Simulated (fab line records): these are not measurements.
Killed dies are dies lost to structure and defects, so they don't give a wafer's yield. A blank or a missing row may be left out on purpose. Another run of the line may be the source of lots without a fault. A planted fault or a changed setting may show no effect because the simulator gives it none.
Struck lot and sound lot, side by side -- flow nand-harc -- 16 out of 1302 route steps
Sound: the wafers L269.3, L269.4, L269.6. Struck: wafer L284.2 (L284.5, L284.6, from the same lot, were not struck and are left out); the cause is given at the end.
At each step with rows: each side's tool, then ch and its chambers, then its first start. Under that, the readings that differ: sound wafers -- struck wafers -- difference of the means -- sigmas: that difference in standard deviations of wafers without a fault.
alike: words and numbers the same on both sides, and readings whose means are apart by under 2 such deviations; not compared: readings that were withheld, readings missing a value for some wafer, numbers with overlapping values and no deviation given by the record, and bounds like >300 which may hide the same value.
A row with sigmas, a row that says differs or no value, or rows on one side alone: a step with any of these is where the two part. When numbers do not overlap yet have no deviation, they are printed without sigmas and do not part them. Lack of a reading on every wafer of one side parts them only where that side has two or more wafers.

NHARC_A_ONON_D2_THK_MEAS_08: measures by ellipsometry.
  sound on film-metro-01 at day 13 01:28; struck on film-metro-01 at day 19 03:35
  alike: thk-nm
then, no rows for these wafers at 1 step: NHARC_A_ONON_D2_DEP_09 (target thk 1000 nm).
NHARC_A_ONON_D2_THK_MEAS_11: measures by ellipsometry.
  sound on film-metro-01 at day 13 02:01; struck on film-metro-01 at day 19 04:10
reading,sound,struck,difference,sigmas
thk-nm (nm),987 985 983,1001,+16,+2
then, no rows for these wafers at 1 step: NHARC_A_ONON_D2_DEP_12 (target thk 1000 nm).
NHARC_A_ONON_D2_THK_MEAS_14: measures by ellipsometry.
  sound on film-metro-02 at day 13 02:35; struck on film-metro-01 at day 19 04:44
reading,sound,struck,difference,sigmas
thk-nm (nm),1032 1030 1029,1001,-29,-3
then, 2 steps without rows for these wafers: NHARC_A_ONON_D2_ANNEAL_15 (time 3600 s); NHARC_A_ONON_D2_DEP_16 (target thk 1000 nm).
NHARC_A_ONON_D2_THK_MEAS_18: measures by ellipsometry.
  sound on film-metro-02 at day 13 09:58; struck on film-metro-01 at day 19 13:18
  alike: thk-nm
then, no rows for these wafers at 1 step: NHARC_A_ONON_D2_DEP_19 (target thk 1000 nm).
NHARC_A_ONON_D2_THK_MEAS_21: measures by ellipsometry.
  sound on film-metro-01 at day 13 10:32; struck on film-metro-02 at day 19 13:52
reading,sound,struck,difference,sigmas
thk-nm (nm),1026 1024 1023,986,-38,-3
then, no rows for these wafers at 1 step: NHARC_A_ONON_D2_DEP_22 (target thk 1000 nm).
NHARC_A_ONON_D2_THK_MEAS_24: measures by ellipsometry.
  sound on film-metro-02 at day 13 11:06; struck on film-metro-02 at day 19 14:26
  alike: thk-nm
NHARC_A_ONON_D2_DEP_25: target thk 1000 nm.
  sound on pecvd-onon-02 ch 0, day 13 11:16; struck on pecvd-onon-03 ch 0, day 19 14:33
  alike: sih4-flow-sccm
NHARC_A_ONON_D2_THK_MEAS_27: measures by ellipsometry.
  sound on film-metro-02 at day 13 11:40; struck on film-metro-01 at day 19 15:00
reading,sound,struck,difference,sigmas
thk-nm (nm),1018 1019 1020,1539,+520,+54
then, no rows for these wafers at 1 step: NHARC_A_ONON_D2_DEP_28 (target thk 1000 nm).
-- the record jumps here: 11 days lie between the struck wafers' starts before and after (it left off in module A_ONON_D2 and takes up again in module END, whose first step shown is number 1302 of the route) --
NHARC_END_SORT_01:
  the record has rows for the struck wafers here (prober-02 ch 0, day 31 02:17) and none for the sound ones

## WHERE THEY PART
Last at NHARC_END_SORT_01 as far as this record goes, first at NHARC_A_ONON_D2_THK_MEAS_11.

WHY: what the simulator had put in
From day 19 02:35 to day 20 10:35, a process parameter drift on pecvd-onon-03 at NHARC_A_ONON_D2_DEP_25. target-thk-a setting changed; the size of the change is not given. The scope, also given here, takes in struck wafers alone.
